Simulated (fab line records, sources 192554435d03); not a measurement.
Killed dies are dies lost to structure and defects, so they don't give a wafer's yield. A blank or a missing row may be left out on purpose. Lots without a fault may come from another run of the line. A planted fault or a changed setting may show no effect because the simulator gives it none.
Chamber matching | flow n5_finfet | N5_MOL_CONTACT_COAG_ALD_133 on ald_sin-02: 4 sister chambers
The step deposits SiO2, target thk 5 nm, pulse time 1 s, co reactant pulse time 1 s. 4 wafers are shown with their chamber, then 10 later ones without.

WAFERS WITH THEIR CHAMBER
wafer  | chamber | heater_power_w (W)
L079.1 | 1       | 65
L083.3 | 2       | 68
L086.2 | 3       | 69
L086.3 | 0       | 90

WAFERS WITHOUT THEIR CHAMBER
wafer  | heater_power_w (W)
L086.4 | 66
L087.4 | 68
L087.5 | 69
L087.6 | 64
L088.2 | 65
L088.4 | 70
L088.6 | 69
L097.3 | 65
L097.4 | 65
L097.6 | 89

WHICH CHAMBER EACH WENT THROUGH
wafer  | from the rows above     | in truth
L086.4 | can't be placed: 1 or 2 | 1
L087.4 | can't be placed: 2 or 3 | 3
L087.5 | can't be placed: 3 or 2 | 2
L087.6 | 1                       | 1
L088.2 | 1                       | 1
L088.4 | can't be placed: 3 or 2 | 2
L088.6 | can't be placed: 3 or 2 | 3
L097.3 | 1                       | 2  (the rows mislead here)
L097.4 | 1                       | 1
L097.6 | 0                       | 0
Placed correctly: 4 of 10. Can't be placed from these rows: 5 (the true chamber is among the candidates in 5). Placed wrongly: 1.
How it was worked out, from the rows above alone: a wafer's distance from a chamber is the root of the sum, over the readings, of the square of ((its reading less the chamber's mean) divided by the reading's scatter). The wafer belongs to the nearest chamber; if the next one is less than 2 further off, it can't be placed. A chamber's mean is the mean of its shown wafers. The scatter: with one shown wafer a chamber, the root of the mean of the squares of how far each hidden wafer lies from its nearest shown one.
